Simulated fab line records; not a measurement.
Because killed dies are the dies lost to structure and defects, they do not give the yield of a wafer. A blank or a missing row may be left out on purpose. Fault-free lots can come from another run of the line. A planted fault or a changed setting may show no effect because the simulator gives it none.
Split-lot trial ; flow n5_finfet ; on a route of 1938 steps: 7 lots, 21 wafers read

== ABOUT THE SPLIT ==
At N5_BEOL_M1_EXPOSE_25 (exposes mask V0, defocus 5 nm, target cd 24 nm), the setting dose_mj was moved away from the recipe's 63 on 6 of the 21 wafers read, by -3.7% to +5.7%. This setting was run at the recipe's value on the other wafers.

== FROM THE SPLIT TO THE READING: what the file shows between them, 2 steps ==
- N5_BEOL_M1_PEB_26: peb time 60 s
- N5_BEOL_M1_DEVELOP_27: develop time 30 s

== THE READING ==
cd_nm, in nm, at N5_BEOL_M1_CD_MEAS_28 (target cd y 23.3 nm). Fault-free wafers of this fab line usually give 24.02 nm, standard deviation 0.21 nm.

wafer;tool, chamber at the split;dose_mj as run;against the recipe;cd_nm, nm;against lot-mates on the recipe
L078.1;euv_scanner-01, 0;63;recipe;23.97;-
L078.4;euv_scanner-01, 0;63;recipe;24.25;-
L078.6;euv_scanner-01, 0;63;recipe;24.27;-
L083.1;euv_scanner-02, 0;63;recipe;24.30;-
L083.2;euv_scanner-02, 0;63;recipe;23.85;-
L083.4;euv_scanner-02, 0;63;recipe;23.95;-
L090.1;euv_scanner-01, 0;63;recipe;24.03;-
L090.2;euv_scanner-01, 0;60.64;-3.7%;22.93;-1.10
L090.5;euv_scanner-01, 0;60.64;-3.7%;23.30;-0.73
L089.3;euv_scanner-01, 0;63;recipe;23.85;-
L089.4;euv_scanner-01, 0;63;recipe;24.06;-
L089.6;euv_scanner-01, 0;63;recipe;23.92;-
L092.2;euv_scanner-02, 0;63;recipe;23.88;-
L092.5;euv_scanner-02, 0;61.41;-2.5%;23.50;-0.54
L092.6;euv_scanner-02, 0;63;recipe;24.19;-
L096.3;euv_scanner-02, 0;61.71;-2.0%;23.17;-0.50
L096.4;euv_scanner-02, 0;61.71;-2.0%;23.15;-0.52
L096.6;euv_scanner-02, 0;63;recipe;23.67;-
L097.2;euv_scanner-01, 0;63;recipe;23.81;-
L097.3;euv_scanner-01, 0;63;recipe;24.32;-
L097.4;euv_scanner-01, 0;66.56;+5.7%;25.13;+1.07

FIT RESULTS
A straight line over all 21 wafers: cd_nm changes by +0.234 nm for each +1% of dose_mj; r = +0.90; the points scatter about the line by 0.22 nm.
The same after taking each lot's own level away (the mean of its wafers on the recipe; 21 wafers): +0.216 nm for each +1%; r = +0.93; scatter 0.16 nm.
On that fit, the largest move of dose_mj shifts the reading by 1.2 nm.
The lots' own levels span 23.670 to 24.163 nm, that is 2.3 times the standard deviation above.
Hence the lot-to-lot level has little effect on the slope; both slopes agree.
Check: for one of the wafers moved furthest among these (+5.7%), held out of the fit, the line's prediction against its lot-mates is +1.36 nm. It came out at +1.07 nm against them.

== THE WHOLE CHAIN: every reading that the file lists as answering this split, in the file's order ==
step;what it does;reading;change (the file's fit);r (the file's)
N5_BEOL_M1_CD_MEAS_28;target cd y 23.3 nm;cd_nm;+0.209 nm for each +1% of the setting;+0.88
N5_BEOL_M1_VIA_ETCH_34;etches the open film in C4F6/O2, target depth 67.8 nm, time 64.4 s;BEOL_M1.cd_nm (the simulator's own value, which no gauge read);+0.206 nm for each +1% of the setting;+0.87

== THE FILE'S OWN FIT ==
cd_nm changes by +0.209 nm for each +1% of dose_mj, r = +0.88.
